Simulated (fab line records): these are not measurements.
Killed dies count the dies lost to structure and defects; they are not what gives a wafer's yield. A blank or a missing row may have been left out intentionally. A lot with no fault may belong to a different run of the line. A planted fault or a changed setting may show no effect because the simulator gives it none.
Lot-split experiment || flow n5 finfet || 39 wafers read from 7 lots, route of 1938 steps

ON THE SPLIT
At N5_BEOL_M7_TRENCH_ETCH_37 (etches SiCOH lowk in C4F6/O2, target depth 93.478 nm, time 31.2 s), the setting target depth a was moved away from the recipe's 934.78 angstrom on 15 of the 39 wafers read, by -56.1% to +42.2%. This setting was run at the recipe's value on the other wafers.

FROM THE SPLIT TO THE READING: what the file shows between them, 8 steps
- N5_BEOL_M7_ETCH_41: etches SiCN in CH3F/O2, target depth 31.9 nm, time 57.8 s
- N5_BEOL_M7_STRIP_80: strips in N2/H2, time 10 s
- N5_BEOL_M7_OCD_MEAS_38
- N5_BEOL_M7_HM_STRIP_39: strips TiN in peroxide tin strip, target depth 25 nm, time 158 s
- N5_BEOL_M7_SRD_40: time 30 s
- N5_BEOL_M7_ECD_50: material Cu, target thk 300 nm
- N5_BEOL_M7_ANNEAL_51: time 90 s
- N5_BEOL_M7_CMP_52: polishes, stops on SiCOH lowk, t overpolish 6.9 s, target thk 80 nm

THE READING
M7_THK, in nm, at N5_BEOL_M7_THK_MEAS_53 (measures by xrf). Typical for fault-free wafers on this fab line: 81.0 nm, with standard deviation 2.1 nm.

{"wafer": "L076.1", "tool, chamber at the split": "rie diel-04, 1", "target depth a as run, angstrom": 934.78, "against the recipe": "recipe", "M7_THK, nm": 83.5, "against lot-mates on the recipe": "-"}
{"wafer": "L076.2", "tool, chamber at the split": "rie diel-04, 0", "target depth a as run, angstrom": 934.78, "against the recipe": "recipe", "M7_THK, nm": 79.8, "against lot-mates on the recipe": "-"}
{"wafer": "L076.3", "tool, chamber at the split": "rie diel-04, 2", "target depth a as run, angstrom": 1329, "against the recipe": "+42.2%", "M7_THK, nm": 120.2, "against lot-mates on the recipe": "+38.3"}
{"wafer": "L076.4", "tool, chamber at the split": "rie diel-04, 3", "target depth a as run, angstrom": 1329, "against the recipe": "+42.2%", "M7_THK, nm": 125.3, "against lot-mates on the recipe": "+43.4"}
{"wafer": "L076.5", "tool, chamber at the split": "rie diel-04, 3", "target depth a as run, angstrom": 1329, "against the recipe": "+42.2%", "M7_THK, nm": 126.1, "against lot-mates on the recipe": "+44.2"}
{"wafer": "L076.6", "tool, chamber at the split": "rie diel-04, 2", "target depth a as run, angstrom": 934.78, "against the recipe": "recipe", "M7_THK, nm": 82.4, "against lot-mates on the recipe": "-"}
{"wafer": "L077.1", "tool, chamber at the split": "rie diel-03, 0", "target depth a as run, angstrom": 934.78, "against the recipe": "recipe", "M7_THK, nm": 78.9, "against lot-mates on the recipe": "-"}
{"wafer": "L077.2", "tool, chamber at the split": "rie diel-03, 3", "target depth a as run, angstrom": 934.78, "against the recipe": "recipe", "M7_THK, nm": 77.9, "against lot-mates on the recipe": "-"}
{"wafer": "L077.3", "tool, chamber at the split": "rie diel-03, 2", "target depth a as run, angstrom": 1317, "against the recipe": "+40.9%", "M7_THK, nm": 118.5, "against lot-mates on the recipe": "+40.1"}
{"wafer": "L077.4", "tool, chamber at the split": "rie diel-03, 1", "target depth a as run, angstrom": 1317, "against the recipe": "+40.9%", "M7_THK, nm": 120.6, "against lot-mates on the recipe": "+42.2"}
{"wafer": "L077.5", "tool, chamber at the split": "rie diel-03, 3", "target depth a as run, angstrom": 1317, "against the recipe": "+40.9%", "M7_THK, nm": 113.8, "against lot-mates on the recipe": "+35.4"}
{"wafer": "L077.6", "tool, chamber at the split": "rie diel-03, 0", "target depth a as run, angstrom": 934.78, "against the recipe": "recipe", "M7_THK, nm": 78.3, "against lot-mates on the recipe": "-"}
{"wafer": "L089.3", "tool, chamber at the split": "rie diel-02, 2", "target depth a as run, angstrom": 934.78, "against the recipe": "recipe", "M7_THK, nm": 82.6, "against lot-mates on the recipe": "-"}
{"wafer": "L089.4", "tool, chamber at the split": "rie diel-02, 3", "target depth a as run, angstrom": 934.78, "against the recipe": "recipe", "M7_THK, nm": 80.0, "against lot-mates on the recipe": "-"}
{"wafer": "L089.6", "tool, chamber at the split": "rie diel-02, 2", "target depth a as run, angstrom": 934.78, "against the recipe": "recipe", "M7_THK, nm": 81.2, "against lot-mates on the recipe": "-"}
{"wafer": "L088.1", "tool, chamber at the split": "rie diel-04, 1", "target depth a as run, angstrom": 934.78, "against the recipe": "recipe", "M7_THK, nm": 83.5, "against lot-mates on the recipe": "-"}
{"wafer": "L088.2", "tool, chamber at the split": "rie diel-04, 0", "target depth a as run, angstrom": 934.78, "against the recipe": "recipe", "M7_THK, nm": 78.5, "against lot-mates on the recipe": "-"}
{"wafer": "L088.3", "tool, chamber at the split": "rie diel-04, 3", "target depth a as run, angstrom": 934.78, "against the recipe": "recipe", "M7_THK, nm": 83.3, "against lot-mates on the recipe": "-"}
{"wafer": "L088.4", "tool, chamber at the split": "rie diel-04, 2", "target depth a as run, angstrom": 934.78, "against the recipe": "recipe", "M7_THK, nm": 80.9, "against lot-mates on the recipe": "-"}
{"wafer": "L088.5", "tool, chamber at the split": "rie diel-04, 0", "target depth a as run, angstrom": 934.78, "against the recipe": "recipe", "M7_THK, nm": 78.2, "against lot-mates on the recipe": "-"}
{"wafer": "L088.6", "tool, chamber at the split": "rie diel-04, 3", "target depth a as run, angstrom": 934.78, "against the recipe": "recipe", "M7_THK, nm": 83.7, "against lot-mates on the recipe": "-"}
{"wafer": "L094.1", "tool, chamber at the split": "rie diel-04, 1", "target depth a as run, angstrom": 652.9, "against the recipe": "-30.2%", "M7_THK, nm": 53.9, "against lot-mates on the recipe": -27.0}
{"wafer": "L094.2", "tool, chamber at the split": "rie diel-04, 2", "target depth a as run, angstrom": 934.78, "against the recipe": "recipe", "M7_THK, nm": 80.9, "against lot-mates on the recipe": "-"}
{"wafer": "L094.3", "tool, chamber at the split": "rie diel-04, 0", "target depth a as run, angstrom": 652.9, "against the recipe": "-30.2%", "M7_THK, nm": 50.7, "against lot-mates on the recipe": -30.2}
{"wafer": "L094.4", "tool, chamber at the split": "rie diel-04, 3", "target depth a as run, angstrom": 934.78, "against the recipe": "recipe", "M7_THK, nm": 83.2, "against lot-mates on the recipe": "-"}
{"wafer": "L094.5", "tool, chamber at the split": "rie diel-04, 0", "target depth a as run, angstrom": 934.78, "against the recipe": "recipe", "M7_THK, nm": 78.6, "against lot-mates on the recipe": "-"}
{"wafer": "L094.6", "tool, chamber at the split": "rie diel-04, 1", "target depth a as run, angstrom": 652.9, "against the recipe": "-30.2%", "M7_THK, nm": 53.7, "against lot-mates on the recipe": -27.2}
{"wafer": "L095.1", "tool, chamber at the split": "rie diel-04, 3", "target depth a as run, angstrom": 934.78, "against the recipe": "recipe", "M7_THK, nm": 83.6, "against lot-mates on the recipe": "-"}
{"wafer": "L095.2", "tool, chamber at the split": "rie diel-04, 0", "target depth a as run, angstrom": 410.5, "against the recipe": "-56.1%", "M7_THK, nm": 26.7, "against lot-mates on the recipe": -55.9}
{"wafer": "L095.3", "tool, chamber at the split": "rie diel-04, 2", "target depth a as run, angstrom": 410.5, "against the recipe": "-56.1%", "M7_THK, nm": 27.8, "against lot-mates on the recipe": -54.8}
{"wafer": "L095.4", "tool, chamber at the split": "rie diel-04, 1", "target depth a as run, angstrom": 934.78, "against the recipe": "recipe", "M7_THK, nm": 81.9, "against lot-mates on the recipe": "-"}
{"wafer": "L095.5", "tool, chamber at the split": "rie diel-04, 3", "target depth a as run, angstrom": 934.78, "against the recipe": "recipe", "M7_THK, nm": 82.2, "against lot-mates on the recipe": "-"}
{"wafer": "L095.6", "tool, chamber at the split": "rie diel-04, 2", "target depth a as run, angstrom": 410.5, "against the recipe": "-56.1%", "M7_THK, nm": 27.1, "against lot-mates on the recipe": -55.5}
{"wafer": "L096.1", "tool, chamber at the split": "rie diel-04, 0", "target depth a as run, angstrom": 934.78, "against the recipe": "recipe", "M7_THK, nm": 79.9, "against lot-mates on the recipe": "-"}
{"wafer": "L096.2", "tool, chamber at the split": "rie diel-04, 3", "target depth a as run, angstrom": 934.78, "against the recipe": "recipe", "M7_THK, nm": 84.3, "against lot-mates on the recipe": "-"}
{"wafer": "L096.3", "tool, chamber at the split": "rie diel-04, 2", "target depth a as run, angstrom": 934.78, "against the recipe": "recipe", "M7_THK, nm": 82.6, "against lot-mates on the recipe": "-"}
{"wafer": "L096.4", "tool, chamber at the split": "rie diel-04, 1", "target depth a as run, angstrom": 538.5, "against the recipe": "-42.4%", "M7_THK, nm": 40.7, "against lot-mates on the recipe": -41.6}
{"wafer": "L096.5", "tool, chamber at the split": "rie diel-04, 2", "target depth a as run, angstrom": 538.5, "against the recipe": "-42.4%", "M7_THK, nm": 39.8, "against lot-mates on the recipe": -42.5}
{"wafer": "L096.6", "tool, chamber at the split": "rie diel-04, 1", "target depth a as run, angstrom": 538.5, "against the recipe": "-42.4%", "M7_THK, nm": 42.9, "against lot-mates on the recipe": -39.4}

FIT RESULTS
A straight line over all 39 wafers: M7_THK changes by +0.954 nm for each +1% of target depth a; r = +1.00; the points scatter about the line by 2.3 nm.
The same after taking each lot's own level away (the mean of its wafers on the recipe; 39 wafers): +0.976 nm for each +1%; r = +1.00; scatter 1.9 nm.
According to that fit, moving target depth a by its largest amount changes the reading by 55 nm.
Measured against the standard deviation above, the lots' own levels, which go from 78.37 to 82.57 nm, span 2.0 times it.
The two slopes are in agreement: the lot-to-lot level therefore moves the slope only a little.
Check: with one of the wafers moved furthest among these (-56.1%) left out of the fit, the line predicts -54.5 nm for it against its lot-mates. It came out at -55.9 nm against them.

OTHER SPLITS APPLIED TO THESE WAFERS
Note: prior to the reading, these wafers also went through further splits. Each is held against what the fit with the lots' levels taken away leaves over:
{"other split on the same wafers": "N5_ZERO_LAYER_PECVD_02 time s", "wafers away from the commonest value": 15, "r with M7_THK (lot level and that fit taken away)": -0.12}
{"other split on the same wafers": "N5_SD_EPI_N_EPI_21 time s", "wafers away from the commonest value": 15, "r with M7_THK (lot level and that fit taken away)": -0.44}
{"other split on the same wafers": "N5_HKMG_FIN_ALD_36 ald cycles", "wafers away from the commonest value": 9, "r with M7_THK (lot level and that fit taken away)": -0.26}
{"other split on the same wafers": "N5_MOL_CONTACT_COAG_ETCH_91 target depth a", "wafers away from the commonest value": 9, "r with M7_THK (lot level and that fit taken away)": "+0.07"}
{"other split on the same wafers": "N5_BEOL_M3_ALD_98 ald cycles", "wafers away from the commonest value": 15, "r with M7_THK (lot level and that fit taken away)": -0.11}

THE WHOLE CHAIN: every reading that the file lists as answering this split, in the file's order
{"step": "N5_BEOL_M7_TRENCH_ETCH_37", "what it does": "etches SiCOH lowk in C4F6/O2, target depth 93.478 nm, time 31.2 s", "reading": "etch.depth nm (the simulator's own value, which no gauge read)", "change (the file's fit)": "+0.962 nm for each +1% of the setting", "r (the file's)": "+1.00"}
{"step": "N5_BEOL_M7_TRENCH_ETCH_37", "what it does": "etches SiCOH lowk in C4F6/O2, target depth 93.478 nm, time 31.2 s", "reading": "BEOL_M7.feature depth nm (the simulator's own value, which no gauge read)", "change (the file's fit)": "+0.963 nm for each +1% of the setting", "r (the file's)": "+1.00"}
{"step": "N5_BEOL_M7_TRENCH_ETCH_37", "what it does": "etches SiCOH lowk in C4F6/O2, target depth 93.478 nm, time 31.2 s", "reading": "TiN_of_BEOL_M7_HM_DEP_02.thk nm (the simulator's own value, which no gauge read)", "change (the file's fit)": "-0.0258 nm for each +1% of the setting", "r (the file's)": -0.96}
{"step": "N5_BEOL_M7_OCD_MEAS_38", "what it does": "", "reading": "trench depth nm", "change (the file's fit)": "+0.956 nm for each +1% of the setting", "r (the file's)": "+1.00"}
{"step": "N5_BEOL_M7_CMP_52", "what it does": "polishes, stops on SiCOH lowk, t overpolish 6.9 s, target thk 80 nm", "reading": "Cu_of_BEOL_M7_ECD_50.thk nm (the simulator's own value, which no gauge read)", "change (the file's fit)": "+0.974 nm for each +1% of the setting", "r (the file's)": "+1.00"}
{"step": "N5_BEOL_M7_THK_MEAS_53", "what it does": "measures by xrf", "reading": "M7_THK", "change (the file's fit)": "+0.975 for each +1% of the setting", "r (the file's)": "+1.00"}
{"step": "N5_BEOL_M7_RS_MEAS_57", "what it does": "measures by four-point-probe", "reading": "M7_RS", "change (the file's fit)": "not straight: 1.122 at the lowest setting, 0.282 at the recipe, 0.175 at the highest", "r (the file's)": "not given"}

THE FILE'S OWN FIT
M7_THK changes by +0.975 nm for each +1% of target depth a, r = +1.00.
